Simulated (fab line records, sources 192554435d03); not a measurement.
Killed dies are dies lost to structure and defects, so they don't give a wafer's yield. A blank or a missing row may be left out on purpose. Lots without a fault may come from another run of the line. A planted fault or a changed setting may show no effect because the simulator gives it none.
fab line records | flow n5_finfet
record lots=7 wafers=39
route steps=1938 shown BEOL_M6@1236 BEOL_M8@1368 BEOL_M12@1639
start_h: hours from the record's first day to the start of the lot's first wafer shown | wait_h: hours since the lot's step before | " the same as in the row above | L1.1+2: a row that stands for several wafers | - no value, or no start given | * or withheld: withheld | < > ~ a bound
route shown NAME@n: a module of which the file shows steps, and the number in the route of the first | usual: mean/standard deviation of fault-free wafers | same: alike in all rows | chamber/n: place in a boat | sites: the reading at each site | _std_site: their standard deviation | _edge_site: outer sites' mean less inner sites' | radius_mm: how far each site lies from the wafer's centre | mask NAME#n: copy n | behind: the tool/chamber that last shaped the wafer | hold: why the lot was held/for how many hours/how that ended | device: the transistor (n, p or np) that didn't switch | end of line: the same wafers' tests at the end of the route | a step without rows: its recipe alone | killed: dies lost to structure and defects at the first sort, not the wafer's yield | map: a wafer's dies, x killed, . not, _ none there
set.NAME: the setting as run; set.NAME@STEP: as run at that earlier step | model.NAME: the simulator's own value behind a step, which no gauge read
lots whose settings were changed on purpose; a table a step, a row a wafer
## steps
# step N5_BEOL_M6_VIA_ETCH_34
# recipe chemistry=C4F6/O2 target=SiCOH_lowk target_depth_a=1263 mask_material=SOC taper_deg=4 time_s=50.9 ion_energy_ev=250 pressure_mtorr=30 source_w=345 bias_w=185 Ar_flow_sccm=300 C4F6_flow_sccm=10 O2_flow_sccm=10
# columns lot.wafer tool chamber start_h wait_h set.time_s model.etch.depth_nm model.SOC_of_BEOL_M6_COAT_63.thk_nm
L076.1 rie_diel-05 1 212.64 0.0 50.9 128.9 53.4
L076.2 " 0 " " 50.9 119.5 53.8
L076.3 " 2 " " 64.92 161.2 52
L076.4 " 3 " " 64.92 159 52.2
L076.5 " 3 " " 50.9 125.4 53.6
L076.6 " 0 " " 64.92 153.5 52.2
L080.1 rie_diel-05 3 219.13 0.0 23.18 55.93 57.2
L080.2 " 1 " " 23.18 58.79 57
L080.3 " 0 " " 50.9 120.1 54.2
L080.4 " 2 " " 50.9 126 54
L080.5 " 3 " " 50.9 124.2 54
L080.6 " 0 " " 23.18 54.65 57.4
L081.1 rie_diel-05 1 242.91 0.0 50.9 128.7 53.8
L081.2 " 3 " " 38.61 94.19 55.4
L081.3 " 0 " " 38.61 92.47 55.4
L081.4 " 0 " " 50.9 121.6 54.4
L081.5 " 3 " " 50.9 123.6 54
L081.6 " 1 " " 38.61 98.53 55.2
L087.2 rie_diel-06 2 277.83 0.0 50.9 125.9 53.8
L087.3 " 3 " " 50.9 126.1 53.8
L087.5 " 3 " " 50.9 126.4 53.8
L089.1 rie_diel-06 1 288.27 0.0 50.9 124.8 54.2
L089.2 " 2 " " 31.28 77.32 56.6
L089.3 " 0 " " 31.28 75.33 56.8
L089.4 " 3 " " 50.9 126.9 54.2
L089.5 " 0 " " 31.28 75.64 56.8
L089.6 " 3 " " 50.9 127.3 54.4
L095.1 rie_diel-06 3 314.58 0.0 50.9 125.8 54
L095.2 " 1 " " 50.9 125.5 53.8
L095.3 " 0 " " 50.9 123.6 53.8
L095.4 " 2 " " 50.9 124.1 54
L095.5 " 0 " " 50.9 123.2 53.8
L095.6 " 1 " " 50.9 125.6 53.8
L094.1 rie_diel-05 2 315.61 0.0 22.33 54.39 57.6
L094.2 " 1 " " 50.9 128.6 53.6
L094.3 " 0 " " 22.33 57.06 57.2
L094.4 " 0 " " 22.33 57.61 57
L094.5 " 2 " " 50.9 125.2 54
L094.6 " 1 " " 50.9 127.9 53.6
# step N5_BEOL_M8_DESCUM_33
# recipe chemistry=O2 time_s=7 source_power_w=50 bias_power_w=20 pressure_mtorr=20 rf_frequency_hz=2.712e+07 temp_c=40 resist=CAR-EUV o2_flow_sccm=225
# columns lot.wafer tool chamber start_h wait_h set.time_s model.CAR-EUV_of_BEOL_M8_COAT_22.thk_nm
L076.1+4+6 rie_diel-01 3,1,3 228.47 0.1 7 26
L076.2 " 0 " " 8.972 25.2
L076.3+5 " 2,0 " " 8.972 25
L080.1+3+6 rie_diel-01 1,0,0 234.88 0.2 3.727 27.6
L080.2+4+5 " 3,2,1 " " 7 26
L081.1+5 rie_diel-06 0,1 261.50 0.2 7 25.8
L081.2 " 2 " " 7 26
L081.3+4+6 " 3,1,0 " " 8.89 25
L087.2+3+5 rie_diel-01 0,1,3 298.53 0.0 7 26
L089.1+2+3+4+5+6 rie_diel-05 2,3,1,0,1,2 312.93 0.1 7 26
L095.1 rie_diel-06 3 336.51 0.0 4.898 27
L095.2+5 " 2,1 " " 7 26.2
L095.3 " 0 " " 7 26
L095.4+6 " 1,2 " " 4.898 27.2
L094.1+2+4+6 rie_diel-05 2,1,0,1 336.77 0.3 7 26
L094.3+5 " 0,2 " " 7 26.2
# step N5_BEOL_M8_ETCH_72
# recipe chemistry=N2/H2 target=underlayer target_depth_a=65 mask_material=CAR-EUV time_s=5.2 ion_energy_ev=200 pressure_mtorr=30 source_w=840 bias_w=150 n2_flow_sccm=200 h2_flow_sccm=200 ends=cleared
# columns lot.wafer tool chamber start_h wait_h set.time_s@BEOL_M8_DESCUM_33 model.CAR-EUV_of_BEOL_M8_COAT_22.thk_nm
L076.1+6 rie_diel-01 3 228.51 0.0 7 20.2
L076.2+3+5 " 0,2,0 " " 8.972 19.4
L076.4 " 1 " " 7 20.4
L080.1 rie_diel-01 1 234.92 0.0 3.727 22
L080.2+5 " 3,1 " " 7 20.4
L080.3+6 " 0 " " 3.727 21.8
L080.4 " 2 " " 7 20.2
L081.1 rie_diel-06 0 261.54 0.0 7 20
L081.2+5 " 2,1 " " 7 20.2
L081.3+4+6 " 3,1,0 " " 8.89 19.2
L087.2 rie_diel-01 0 298.56 0.0 7 20.4
L087.3+5 " 1,3 " " 7 20.2
L089.1+5 rie_diel-05 2,1 312.97 0.0 7 20.4
L089.2+3+4+6 " 3,1,0,2 " " 7 20.2
L095.1+4+6 rie_diel-06 3,1,2 336.54 0.0 4.898 21.4
L095.2+5 " 2,1 " " 7 20.4
L095.3 " 0 " " 7 20.2
L094.1+3+4+5 rie_diel-05 2,0,0,2 336.81 0.0 7 20.4
L094.2+6 " 1 " " 7 20.2
# step N5_BEOL_M12_TRENCH_ETCH_34
# recipe chemistry=C4F8/O2/Ar target=SiOC target_depth_a=3189.5 mask_material=SOC pressure_mtorr=30 source_w=3000 bias_w=700 Ar_flow_sccm=400 C4F8_flow_sccm=15 O2_flow_sccm=8 he_inner_torr=15 he_outer_torr=30 time_s=125.5 ion_energy_ev=250
# columns lot.wafer tool chamber start_h wait_h set.time_s model.etch.depth_nm
L076.1 rie_diel-05 1 260.31 0.0 125.5 320.1
L076.2 " 3 " " 125.5 313.6
L076.3 " 0 " " 125.5 306.5
L076.4 " 1 " " 125.5 319.1
L076.5 " 0 " " 125.5 304.5
L076.6 " 3 " " 125.5 314.3
L080.1 rie_diel-01 1 264.63 0.0 51.49 127.1
L080.2 " 0 " " 125.5 321.1
L080.3 " 3 " " 51.49 134.2
L080.4 " 2 " " 125.5 316.4
L080.5 " 2 " " 51.49 130.8
L080.6 " 3 " " 125.5 328.1
L081.1 rie_diel-05 1 293.20 0.0 153 393.7
L081.2 " 0 " " 125.5 332.3
L081.3 " 3 " " 153 384.3
L081.4 " 2 " " 125.5 320.5
L081.5 " 1 " " 125.5 323.1
L081.6 " 2 " " 153 391
L087.2 rie_diel-01 3 335.43 0.0 125.5 327.5
L087.3 " 0 " " 125.5 324.8
L087.5 " 3 " " 125.5 330.1
L089.1 rie_diel-06 1 346.11 0.0 125.5 321.1
L089.2 " 2 " " 193.5 480.1
L089.3 " 3 " " 125.5 310.9
L089.4 " 0 " " 125.5 304.2
L089.5 " 0 " " 193.5 473.8
L089.6 " 3 " " 193.5 478.5
L094.1 rie_diel-05 3 369.15 0.0 177.7 454.9
L094.2 " 2 " " 177.7 450.2
L094.3 " 1 " " 125.5 318.7
L094.4 " 0 " " 125.5 324.2
L094.5 " 0 " " 125.5 320.4
L094.6 " 1 " " 177.7 449.7
L095.1 rie_diel-01 0 369.63 0.0 80.68 205.4
L095.2 " 3 " " 125.5 327
L095.3 " 2 " " 125.5 316.7
L095.4 " 1 " " 125.5 308.1
L095.5 " 1 " " 80.68 198.7
L095.6 " 2 " " 80.68 203.6
# step N5_BEOL_M12_STRIP_70
# recipe chemistry=C4F8/O2/Ar resist=SiARC rf_frequency_hz=6e+07
# step N5_BEOL_M12_OCD_MEAS_35
# usual trench_depth_nm=318/6.8
# columns lot.wafer tool chamber start_h wait_h set.time_s@BEOL_M12_TRENCH_ETCH_34 trench_depth_nm
L076.1 ocd-01 - 260.46 0.0 125.5 320
L076.2 " - " " 125.5 314
L076.3 " - " " 125.5 307
L076.4 " - " " 125.5 320
L076.5 " - " " 125.5 304
L076.6 " - " " 125.5 314
L080.1 ocd-01 - 264.78 0.0 51.49 127
L080.2 " - " " 125.5 321
L080.3 " - " " 51.49 134
L080.4 " - " " 125.5 316
L080.5 " - " " 51.49 131
L080.6 " - " " 125.5 328
L081.1 ocd-02 - 293.36 0.0 153 394
L081.2 " - " " 125.5 332
L081.3 " - " " 153 384
L081.4 " - " " 125.5 321
L081.5 " - " " 125.5 323
L081.6 " - " " 153 391
L087.2 ocd-02 - 335.59 0.0 125.5 328
L087.3 " - " " 125.5 325
L087.5 " - " " 125.5 331
L089.1 ocd-01 - 346.27 0.0 125.5 321
L089.2 " - " " 193.5 480
L089.3 " - " " 125.5 311
L089.4 " - " " 125.5 305
L089.5 " - " " 193.5 474
L089.6 " - " " 193.5 478
L094.1 ocd-01 - 369.30 0.0 177.7 455
L094.2 " - " " 177.7 450
L094.3 " - " " 125.5 319
L094.4 " - " " 125.5 324
L094.5 " - " " 125.5 321
L094.6 " - " " 177.7 449
L095.1 ocd-02 - 369.78 0.0 80.68 205
L095.2 " - " " 125.5 327
L095.3 " - " " 125.5 317
L095.4 " - " " 125.5 308
L095.5 " - " " 80.68 199
L095.6 " - " " 80.68 204
# step N5_BEOL_M12_STRIP_37
# recipe chemistry=N2/H2 power_w=1000 temp_c=250 h2_frac=0.65 overash_fraction=0.3 pressure_mtorr=withheld n2_flow_sccm=1750 h2_flow_sccm=3250
# step N5_BEOL_M12_ETCH_38
# recipe chemistry=CF4/N2 target=SiCN target_depth_a=687 taper_deg=2 time_s=73.4 ion_energy_ev=150 mask_material=SiO2 pressure_mtorr=40 source_w=430 bias_w=70 Ar_flow_sccm=100 cf4_flow_sccm=60 n2_flow_sccm=60
# step N5_BEOL_M12_ECD_47
# recipe material=Cu target_thk_a=7200
# step N5_BEOL_M12_ANNEAL_48
# recipe temp_c=225 time_s=90 ambient=N2
# step N5_BEOL_M12_CMP_49
# recipe stop_on=SiOC t_overpolish_s=20.6 down_force_psi=1 platen_rpm=50 clearing_platen_down_force_psi=1.5 clearing_platen_rpm=50 post_cmp_clean=cu_alkaline target_thk_nm=320 clearing_platen_pad_velocity_m_s=0.99484 pad_velocity_m_s=0.99484
# columns lot.wafer tool chamber start_h wait_h set.time_s@BEOL_M12_TRENCH_ETCH_34 model.Cu_of_BEOL_M12_ECD_47.thk_nm
L076.2 cmp-04 1 263.16 0.2 125.5 313.6
L076.3 " 2 " " 125.5 307.2
L076.4 " 3 " " 125.5 319.4
L076.1 " 0 " " 125.5 320
L076.6 " 1 " " 125.5 314.8
L076.5 " 2 " " 125.5 305.4
L080.2 cmp-04 0 270.59 0.2 125.5 323
L080.4 " 1 " " 125.5 316
L080.1 " 2 " " 51.49 128.2
L080.3 " 3 " " 51.49 135
L080.5 " 0 " " 51.49 132.2
L080.6 " 1 " " 125.5 327.8
L081.1 cmp-04 0 302.01 0.3 153 396.2
L081.2 " 1 " " 125.5 331.4
L081.4 " 2 " " 125.5 321
L081.3 " 3 " " 153 386
L081.5 " 0 " " 125.5 324.6
L081.6 " 1 " " 153 391
L087.3 cmp-02 0 338.64 0.2 125.5 324
L087.2 " 1 " " 125.5 327.6
L087.5 " 0 " " 125.5 329.6
L089.3 cmp-02 3 350.31 0.2 125.5 314.6
L089.1 " 0 " " 125.5 322
L089.4 " 1 " " 125.5 305.8
L089.2 " 2 " " 193.5 482
L089.6 " 3 " " 193.5 481.6
L089.5 " 0 " " 193.5 474.4
L094.1 cmp-04 3 373.88 0.3 177.7 457.8
L094.4 " 0 " " 125.5 325.8
L094.2 " 1 " " 177.7 448.8
L094.3 " 2 " " 125.5 319.8
L094.5 " 3 " " 125.5 322.8
L094.6 " 0 " " 177.7 450.8
L095.2 cmp-04 1 375.41 0.2 125.5 326.2
L095.4 " 2 " " 125.5 307.8
L095.1 " 3 " " 80.68 206
L095.3 " 0 " " 125.5 318
L095.5 " 1 " " 80.68 198.8
L095.6 " 2 " " 80.68 204.4
# step N5_BEOL_M12_THK_MEAS_50
# recipe thk_meas_gauge=xrf reads=Cu_of_BEOL_M12_ECD_47
# usual M12_THK=325/7
# columns lot.wafer tool chamber start_h wait_h set.time_s@BEOL_M12_TRENCH_ETCH_34 M12_THK[nm]
L076.1 film_metro-01 - 263.45 - 125.5 326
L076.2 " - " " 125.5 320
L076.3 " - " " 125.5 314
L076.4 " - " " 125.5 327
L076.5 " - " " 125.5 312
L076.6 " - " " 125.5 321
L080.1 film_metro-02 - 270.88 - 51.49 131
L080.2 " - " " 125.5 330
L080.3 " - " " 51.49 138
L080.4 " - " " 125.5 323
L080.5 " - " " 51.49 135
L080.6 " - " " 125.5 334
L081.1 film_metro-01 - 302.30 - 153 405
L081.2 " - " " 125.5 340
L081.3 " - " " 153 396
L081.4 " - " " 125.5 328
L081.5 " - " " 125.5 332
L081.6 " - " " 153 399
L087.2 film_metro-01 - 338.93 - 125.5 333
L087.3 " - " " 125.5 328
L087.5 " - " " 125.5 335
L089.1 film_metro-02 - 350.60 - 125.5 326
L089.2 " - " " 193.5 487
L089.3 " - " " 125.5 319
L089.4 " - " " 125.5 310
L089.5 " - " " 193.5 484
L089.6 " - " " 193.5 490
L094.1 film_metro-02 - 374.18 - 177.7 467
L094.2 " - " " 177.7 455
L094.3 " - " " 125.5 324
L094.4 " - " " 125.5 332
L094.5 " - " " 125.5 327
L094.6 " - " " 177.7 458
L095.1 film_metro-01 - 375.71 - 80.68 209
L095.2 " - " " 125.5 333
L095.3 " - " " 125.5 324
L095.4 " - " " 125.5 316
L095.5 " - " " 80.68 203
L095.6 " - " " 80.68 209
# step N5_BEOL_M12_PRE_CLEAN_52
# recipe gas=NH3 time_s=15 temp_c=withheld rf_power_w=300
# step N5_BEOL_M12_DEP_53
# recipe material=SiCN target_thk_a=300 temp_c=withheld precursor=3MS/NH3 pressure_torr=3 rf_w=675 time_s=10.5
# step N5_BEOL_M12_RS_MEAS_54
# recipe thk_meas_gauge=four-point-probe reads=Cu_of_BEOL_M12_ECD_47+Ta_of_BEOL_M12_SPUTTER_44+TaN_of_BEOL_M12_SPUTTER_43
# usual M12_RS=0.0603/0.0013
# columns lot.wafer tool chamber start_h wait_h set.time_s@BEOL_M12_TRENCH_ETCH_34 M12_RS[ohm/sq]
L076.1 film_metro-01 - 263.58 0.0 125.5 0.0599
L076.2 " - " " 125.5 0.0614
L076.3 " - " " 125.5 0.0627
L076.4 " - " " 125.5 0.0601
L076.5 " - " " 125.5 0.0632
L076.6 " - " " 125.5 0.0609
L080.1 film_metro-01 - 271.01 0.0 51.49 0.1602
L080.2 " - " " 125.5 0.0596
L080.3 " - " " 51.49 0.1514
L080.4 " - " " 125.5 0.0610
L080.5 " - " " 51.49 0.1551
L080.6 " - " " 125.5 0.0586
L081.1 film_metro-01 - 302.42 0.0 153 0.0482
L081.2 " - " " 125.5 0.0580
L081.3 " - " " 153 0.0494
L081.4 " - " " 125.5 0.0599
L081.5 " - " " 125.5 0.0593
L081.6 " - " " 153 0.0488
L087.2 film_metro-02 - 339.06 0.0 125.5 0.0587
L087.3 " - " " 125.5 0.0593
L087.5 " - " " 125.5 0.0581
L089.1 film_metro-01 - 350.73 0.0 125.5 0.0596
L089.2 " - " " 193.5 0.0393
L089.3 " - " " 125.5 0.0610
L089.4 " - " " 125.5 0.0629
L089.5 " - " " 193.5 0.0399
L089.6 " - " " 193.5 0.0394
L094.1 film_metro-01 - 374.30 0.0 177.7 0.0414
L094.2 " - " " 177.7 0.0424
L094.3 " - " " 125.5 0.0601
L094.4 " - " " 125.5 0.0590
L094.5 " - " " 125.5 0.0596
L094.6 " - " " 177.7 0.0422
L095.1 film_metro-02 - 375.83 0.0 80.68 0.0956
L095.2 " - " " 125.5 0.0589
L095.3 " - " " 125.5 0.0604
L095.4 " - " " 125.5 0.0627
L095.5 " - " " 80.68 0.0994
L095.6 " - " " 80.68 0.0964
## key
split step=N5_BEOL_M6_VIA_ETCH_34 setting=time_s stated=50.9 by=wafer
response step=N5_BEOL_M6_VIA_ETCH_34 reading=model.etch.depth_nm change=+1.25 per=1% r=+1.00
response step=N5_BEOL_M6_VIA_ETCH_34 reading=model.SOC_of_BEOL_M6_COAT_63.thk_nm change=-0.0598 per=1% r=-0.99
split step=N5_BEOL_M8_DESCUM_33 setting=time_s stated=7 by=wafer
response step=N5_BEOL_M8_DESCUM_33 reading=model.CAR-EUV_of_BEOL_M8_COAT_22.thk_nm change=-0.0335 per=1% r=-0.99
response step=N5_BEOL_M8_ETCH_72 reading=model.CAR-EUV_of_BEOL_M8_COAT_22.thk_nm change=-0.0333 per=1% r=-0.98
split step=N5_BEOL_M12_TRENCH_ETCH_34 setting=time_s stated=125.5 by=wafer
response step=N5_BEOL_M12_TRENCH_ETCH_34 reading=model.etch.depth_nm change=+3.15 per=1% r=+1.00
response step=N5_BEOL_M12_OCD_MEAS_35 reading=trench_depth_nm change=+3.15 per=1% r=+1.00
response step=N5_BEOL_M12_CMP_49 reading=model.Cu_of_BEOL_M12_ECD_47.thk_nm change=+3.14 per=1% r=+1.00
response step=N5_BEOL_M12_THK_MEAS_50 reading=M12_THK change=+3.21 per=1% r=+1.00
response step=N5_BEOL_M12_RS_MEAS_54 reading=M12_RS shape=bent at_lowest=0.1556 at_stated=0.0602 at_highest=0.0395
